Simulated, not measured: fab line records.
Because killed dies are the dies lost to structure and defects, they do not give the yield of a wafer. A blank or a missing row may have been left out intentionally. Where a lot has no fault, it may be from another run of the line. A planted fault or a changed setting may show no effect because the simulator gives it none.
A lot that was struck, set against a sound lot :: flow n5 finfet :: 35 steps out of a route of 1938
Sound: the wafers L146.2, L146.5, L146.6. The struck wafers were L150.2, L150.4, L150.5. Last of all comes the cause.
For every step that has rows: the tool of each side, followed by ch and its chambers, followed by its first start. Under that, the readings that differ: sound wafers :: struck wafers :: difference of the means :: sigmas: that difference in standard deviations of wafers without a fault.
alike: words and numbers the same on both sides, and readings whose means are apart by under 2 such deviations; not compared: readings that were withheld, readings missing a value for some wafer, numbers with overlapping values and no deviation given by the record, and bounds like >300 which may hide the same value.
A row with sigmas, a row that says differs or no value, or rows on one side alone: a step with any of these is where the two part. Numbers that don't overlap but have no deviation are shown without sigmas and don't part them. Lack of a reading on every wafer of one side parts them only where that side has two or more wafers.

first, 10 steps without rows for these wafers: N5_BEOL_M8_DESCUM_33 (chemistry O2, time 7 s); N5_BEOL_M8_ETCH_72 (etches underlayer in N2/H2, target depth 6.5 nm, time 5.2 s); N5_BEOL_M8_ETCH_65 (etches SiARC in CF4, target depth 15.6 nm, time 26 s); N5_BEOL_M8_ETCH_66 (etches SOC in N2/H2, target depth 80 nm, overetch 16 nm, time 120 s); N5_BEOL_M8_STRIP_69 (strips in N2/H2); N5_BEOL_M8_STRIP_73 (strips in N2/H2); N5_BEOL_M8_VIA_ETCH_34 (etches SiCOH lowk in C4F6/O2, target depth 125.5 nm, time 50.5 s); N5_BEOL_M8_STRIP_76 (strips in C4F6/O2); N5_BEOL_M8_STRIP_36 (strips in N2/H2); N5_BEOL_M8_TRENCH_ETCH_37 (etches SiCOH lowk in C4F6/O2, target depth 93.478 nm, time 31.2 s).
N5_BEOL_M8_ETCH_41: etches SiCN in CH3F/O2, target depth 31.9 nm, time 57.8 s.
  sound on rie diel-06 ch 2,3, day 10 19:50; struck on rie diel-03 ch 1,2,3, day 11 23:23
  alike: drypump motor current A, oes product au, rf vpp V, showerhead plenum p Torr, throttle valve pct
  not compared: rf hours counter h
then, 23 steps without rows for these wafers: N5_BEOL_M8_STRIP_80 (strips in N2/H2, time 10 s); N5_BEOL_M8_HM_STRIP_39 (strips TiN in peroxide tin strip, target depth 25 nm, time 158 s); N5_BEOL_M8_SRD_40 (time 30 s); N5_BEOL_M8_PRECLEAN_42 (cleans in residue remover, time 60 s); N5_BEOL_M8_SRD_43 (time 30 s); N5_BEOL_M8_CURE_75 (cures SiCOH lowk, time 120 s); N5_BEOL_M8_DEGAS_44 (time 60 s); N5_BEOL_M8_PRE_CLEAN_45 (time 30 s); N5_BEOL_M8_ALD_77 (deposits TaN, target thk 2 nm, pulse time 2 s, purge time 3 s); N5_BEOL_M8_SURFACE_TREAT_79; N5_BEOL_M8_CVD_78 (deposits Co from CCTBA/H2, target thk 2 nm, time 142.3 s); N5_BEOL_M8_SPUTTER_48 (material Cu, target thk 10 nm, time 1.667 s); N5_BEOL_M8_ECD_50 (material Cu, target thk 300 nm); N5_BEOL_M8_ANNEAL_51 (time 90 s); N5_BEOL_M8_CMP_52 (polishes, stops on SiCOH lowk, t overpolish 6.9 s, target thk 80 nm); N5_BEOL_M8_PRE_CLEAN_55 (time 15 s); N5_BEOL_M8_DEP_56 (deposits SiCN from 3MS/NH3, target thk 10 nm, time 17.5 s); N5_BEOL_M9_ILD_DEP_00 (deposits SiCOH lowk from DEMS/porogen, target thk 308.51 nm, time 58 s); N5_BEOL_M9_CURE_71 (cures SiCOH lowk, time 240 s); N5_BEOL_M9_PECVD_70 (deposits SiO2 from TEOS/O2, target thk 20 nm, time 22.7 s); N5_BEOL_M9_HM_DEP_02 (deposits TiN, target thk 20 nm); N5_BEOL_M9_COAT_59 (time 60 s, resist thk 100 nm); N5_BEOL_M9_COAT_60 (time 60 s, resist thk 30 nm).
-- record jumps: 3 days separate the struck wafers' starts on either side; left off in module BEOL_M9, taken up again in module PASSIVATION, whose first shown step is the route's number 1936 --
N5_PASSIVATION_PROBE_49:
  only the struck wafers here have rows in the record (prober-01, day 14 20:13); the sound ones have none

## WHERE THEY PART
At N5_PASSIVATION_PROBE_49 and nowhere else, as far as this record goes.

WHY: the cause the simulator had injected
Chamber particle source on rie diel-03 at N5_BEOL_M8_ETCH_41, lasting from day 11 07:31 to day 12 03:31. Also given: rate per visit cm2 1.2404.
